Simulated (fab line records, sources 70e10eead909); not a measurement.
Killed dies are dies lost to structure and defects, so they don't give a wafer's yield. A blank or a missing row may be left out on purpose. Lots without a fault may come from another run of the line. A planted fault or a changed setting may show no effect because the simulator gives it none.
Which tool did it? | flow nand_harc | 6 lots, 18 wafers sampled, at 6 steps of a route of 1302

WHAT THE GAUGES READ, wafer by wafer
NHARC_END_SORT_01.
lot  | measured     | on        | killed_at_array
L348 | day 27 02:35 | prober-02 | 69 59 75

WHICH TOOL RAN EACH LOT (tool, then ch and the chambers of the sampled wafers, then the start)
lot  | NHARC_A_CONTACT_DEP_85          | NHARC_A_CONTACT_ETCH_135             | NHARC_A_CONTACT_ETCH_137             | NHARC_A_CONTACT_CVD_19        | NHARC_A_CONTACT_CMP_20
L345 | pecvd-03 ch 0,1, day 22 22:34   | har_cap_etch-02 ch 0,1, day 23 01:08 | har_cap_etch-02 ch 0,1, day 23 01:52 | cvd_w-02 ch 0,1, day 23 04:22 | cmp-03 ch 0,1,3, day 23 05:17
L348 | pecvd-02 ch 0,1,2, day 24 22:19 | har_cap_etch-02 ch 0,1, day 25 00:33 | har_cap_etch-02 ch 0,1, day 25 01:05 | cvd_w-01 ch 0,1, day 25 03:39 | cmp-03 ch 0,1,2, day 25 05:42
L350 | pecvd-02 ch 1,2, day 25 06:08   | har_cap_etch-03 ch 0,1, day 25 08:32 | har_cap_etch-03 ch 0,1, day 25 09:04 | cvd_w-01 ch 0,1, day 25 11:29 | cmp-03 ch 0,2,3, day 25 12:23
L358 | pecvd-02 ch 0,1,2, day 28 20:38 | har_cap_etch-02 ch 0,1, day 28 22:45 | har_cap_etch-02 ch 0,1, day 28 23:17 | cvd_w-02 ch 0,1, day 29 02:03 | cmp-04 ch 1,2,3, day 29 02:38
L362 | pecvd-03 ch 0,1,2, day 30 06:36 | har_cap_etch-02 ch 0,1, day 30 08:54 | har_cap_etch-02 ch 0,1, day 30 09:37 | cvd_w-02 ch 0,1, day 30 12:26 | cmp-03 ch 1,2,3, day 30 13:21
L365 | pecvd-01 ch 1,2, day 32 05:11   | har_cap_etch-02 ch 0,1, day 32 07:25 | har_cap_etch-02 ch 0,1, day 32 07:57 | cvd_w-02 ch 1, day 32 10:35   | cmp-01 ch 1,2,3, day 32 11:23
- NHARC_A_CONTACT_DEP_85: deposits SiON, target thk 60 nm.
- NHARC_A_CONTACT_ETCH_135: etches the open film in C4F8/O2/Ar, time 311 s, target depth 1912 nm.
- NHARC_A_CONTACT_ETCH_137: etches the open film in C4F8/O2/Ar, time 311 s, target depth 1912 nm.
- NHARC_A_CONTACT_CVD_19: deposits W, target thk 300 nm, time 802 s.
- NHARC_A_CONTACT_CMP_20: polishes, t overpolish 30 s, target thk 300 nm.

THE ANSWER, worked out from the rows above alone
Rule: what is usual is taken from the lots themselves. Put in order of their means at a reading, lots are off if they are a third of the lots or fewer, leave a main group of 4 or more, and stand apart from it by a gap of 3 or more times the standard deviation of the main group's means; of several such gaps the widest counts. A main group whose means are all the same, to the digits that the tables above print for the reading, isn't used. A lot without any number at a reading at which 4 lots or more have one is off too. The other lots that the step has rows for count as sound.
No lot is off at any reading shown: from this, nothing can be told.

WHAT THE SIMULATOR HAD PUT IN
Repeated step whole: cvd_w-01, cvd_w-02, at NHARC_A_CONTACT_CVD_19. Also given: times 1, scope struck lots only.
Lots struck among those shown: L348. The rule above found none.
